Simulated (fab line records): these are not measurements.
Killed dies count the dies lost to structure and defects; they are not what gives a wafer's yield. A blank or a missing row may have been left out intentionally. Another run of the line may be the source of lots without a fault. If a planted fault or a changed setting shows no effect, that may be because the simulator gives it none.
Matching of chambers ; flow nand-harc ; 3 sister chambers for NHARC_A_STAIRCASE_DEP_301 on pecvd-04
The step deposits SiON, target thk 30 nm. 6 wafers are shown with their chamber, then 7 later ones without.

WAFERS WITH THEIR CHAMBER
wafer;chamber;heater-power-w (W);susceptor-temp-C (C)
L083.5;2;882;400.42
L084.1;1;893;400.13
L084.5;2;905;400.15
L084.6;0;802;400.04
L086.1;0;794;400.05
L086.2;1;893;400.05

WAFERS WITHOUT THEIR CHAMBER
wafer;heater-power-w (W);susceptor-temp-C (C)
L086.3;771;399.83
L088.1;783;399.92
L088.4;892;399.66
L088.6;806;400.51
L093.1;866;399.66
L093.2;823;399.82
L093.5;908;400.37

EACH ONE'S CHAMBER
wafer;from the rows above;in truth
L086.3;0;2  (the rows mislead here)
L088.1;0;0
L088.4;can't be placed: 1 or 2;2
L088.6;0;0
L093.1;can't be placed: 1 or 2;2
L093.2;0;0
L093.5;can't be placed: 2 or 1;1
Correct placement for 3 of the 7. Can't be placed from these rows: 3 (the true chamber is among the candidates in 3). 1 placed wrongly.
How it was worked out, from the rows above alone: a wafer's distance from a chamber is the root of the sum, over the readings, of the square of ((its reading less the chamber's mean) divided by the reading's scatter). The wafer belongs to the nearest chamber; if the next one is less than 2 further off, it can't be placed. For every chamber, the mean is computed from those of its wafers that are shown. How the scatter is found: for the shown wafers, subtract from each reading the mean of its chamber, square and add these, divide the total by (wafers less chambers), then take the root.
